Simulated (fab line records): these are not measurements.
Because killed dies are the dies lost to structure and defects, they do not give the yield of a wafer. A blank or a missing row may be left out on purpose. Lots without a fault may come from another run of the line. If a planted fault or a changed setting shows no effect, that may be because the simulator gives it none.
Chamber matching | flow n5Finfet | N5_BEOL_M11_DESCUM_16 on rieDiel-04: 4 sister chambers
The step chemistry O2, time 7.9 s. 22 wafers are shown with their chamber, then 11 later ones without.

## WAFERS PAIRED WITH THEIR CHAMBERS
wafer  | chamber | drypumpMotorCurrentA (A) | throttleValvePct (%) | showerheadPlenumPTorr (Torr)
L077.1 | 2       | 5.7                      | 20.23                | 2.04
L077.2 | 0       | 5.5                      | 20.76                | 2.07
L077.5 | 2       | 5.7                      | 20.23                | 2.05
L079.3 | 0       | 5.6                      | 20.77                | 2.06
L079.4 | 1       | 6.1                      | 20.32                | 2.17
L079.6 | 0       | 5.6                      | 20.78                | 2.07
L082.2 | 3       | 5.8                      | 20.65                | 2.06
L082.4 | 2       | 5.7                      | 20.26                | 2.04
L082.6 | 0       | 5.6                      | 20.79                | 2.06
L083.1 | 1       | 6.1                      | 20.34                | 2.17
L083.2 | 0       | 5.6                      | 20.77                | 2.06
L083.3 | 2       | 5.7                      | 20.25                | 2.04
L084.2 | 3       | 5.8                      | 20.67                | 2.06
L084.4 | 2       | 5.7                      | 20.26                | 2.04
L084.5 | 2       | 5.7                      | 20.26                | 2.04
L085.1 | 0       | 5.6                      | 20.79                | 2.06
L085.3 | 2       | 5.7                      | 20.27                | 2.04
L085.5 | 0       | 5.6                      | 20.79                | 2.06
L088.1 | 0       | 5.6                      | 20.80                | 2.05
L088.4 | 0       | 5.6                      | 20.81                | 2.06
L088.6 | 1       | 6.1                      | 20.35                | 2.16
L094.1 | 2       | 5.7                      | 20.28                | 2.03

SIGNATURES (averages over the wafers above)
reading               | chamber 0 | chamber 1 | chamber 2 | chamber 3 | scatter within a chamber
drypumpMotorCurrentA  | 5.589     | 6.100     | 5.700     | 5.800     | 0.0222
throttleValvePct      | 20.7844   | 20.3367   | 20.2550   | 20.6600   | 0.0165
showerheadPlenumPTorr | 2.0611    | 2.1667    | 2.0400    | 2.0600    | 0.00556
Rule: distance of a wafer from a chamber = root of the sum over the readings of ((wafer's reading minus chamber's mean) / reading's scatter) squared. If the next closest chamber is less than 2 further off than the closest, the wafer can't be placed; otherwise it belongs to the closest. The scatter is the square root of a quotient: the sum, over the shown wafers, of each reading's squared deviation from its chamber's mean, divided by wafers minus chambers.

## WAFERS MISSING THEIR CHAMBER
wafer  | drypumpMotorCurrentA (A) | throttleValvePct (%) | showerheadPlenumPTorr (Torr)
L094.5 | 5.6                      | 20.44                | 2.05
L094.6 | 6.1                      | 20.37                | 2.16
L092.1 | 5.8                      | 20.28                | 2.06
L092.2 | 5.6                      | 20.43                | 2.05
L092.4 | 5.7                      | 20.29                | 2.03
L095.3 | 5.8                      | 20.28                | 2.06
L095.4 | 5.7                      | 20.30                | 2.03
L095.6 | 5.6                      | 20.43                | 2.05
L096.1 | 5.6                      | 20.46                | 2.05
L096.4 | 5.8                      | 20.28                | 2.05
L096.5 | 6.1                      | 20.37                | 2.16

## THE CHAMBER EACH PASSED THROUGH
wafer  | from the rows above     | in truth
L094.5 | 2                       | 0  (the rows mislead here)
L094.6 | 1                       | 1
L092.1 | 2                       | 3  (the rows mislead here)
L092.2 | 2                       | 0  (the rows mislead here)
L092.4 | 2                       | 2
L095.3 | 2                       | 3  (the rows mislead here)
L095.4 | 2                       | 2
L095.6 | 2                       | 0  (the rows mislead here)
L096.1 | can't be placed: 2 or 3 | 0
L096.4 | 2                       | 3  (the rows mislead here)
L096.5 | 1                       | 1
Placed correctly: 4 of 11. From these rows, 1 cannot be placed; in 0 the true chamber is one of the candidates. Wrongly placed: 6.
